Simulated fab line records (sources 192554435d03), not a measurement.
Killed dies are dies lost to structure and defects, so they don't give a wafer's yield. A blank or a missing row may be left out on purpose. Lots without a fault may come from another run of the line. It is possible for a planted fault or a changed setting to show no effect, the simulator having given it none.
Chamber matching -- flow n5Finfet -- N5_STI_FIN_REVEAL_ALD_14 on aldSin-04: 4 sister chambers
The step deposits Si3N4, target thk 3 nm. 18 wafers are shown with their chamber, then 9 later ones without.

## WAFERS WITH THEIR CHAMBER
wafer,chamber,heaterPowerW (W)
L074.2,0,932
L074.5,2,882
L074.6,1,755
L075.3,2,893
L075.4,1,757
L075.6,3,660
L076.1,1,750
L076.2,3,685
L076.3,0,951
L076.4,2,901
L076.5,3,677
L076.6,2,863
L085.1,2,911
L085.3,0,970
L085.4,1,762
L088.1,2,897
L088.2,1,765
L088.3,0,944

SIGNATURES (means of the wafers above)
reading,chamber 0,chamber 1,chamber 2,chamber 3,scatter within a chamber
heaterPowerW,949.25,757.80,891.17,674.00,13.7
Rule: for each reading, subtract the chamber's mean from the wafer's reading, divide by that reading's scatter and square the result; add these up over the readings and take the root, which gives the wafer's distance from the chamber. If the next closest chamber is less than 2 further off than the closest, the wafer can't be placed; otherwise it belongs to the closest. The scatter: the root of (the sum of the squares of (reading less its chamber's mean) over the shown wafers, divided by (wafers less chambers)).

## WAFERS WITH NO CHAMBER GIVEN
wafer,heaterPowerW (W)
L088.4,652
L088.5,664
L088.6,888
L094.1,785
L094.4,888
L094.5,950
L096.3,666
L096.4,899
L096.6,902

## CHAMBER TAKEN BY EACH
wafer,from the rows above,in truth
L088.4,3,3
L088.5,3,3
L088.6,2,2
L094.1,1,1
L094.4,2,2
L094.5,0,0
L096.3,3,3
L096.4,2,2
L096.6,2,2
9 of 9 placed correctly. Can't be placed from these rows: 0. 0 placed wrongly.
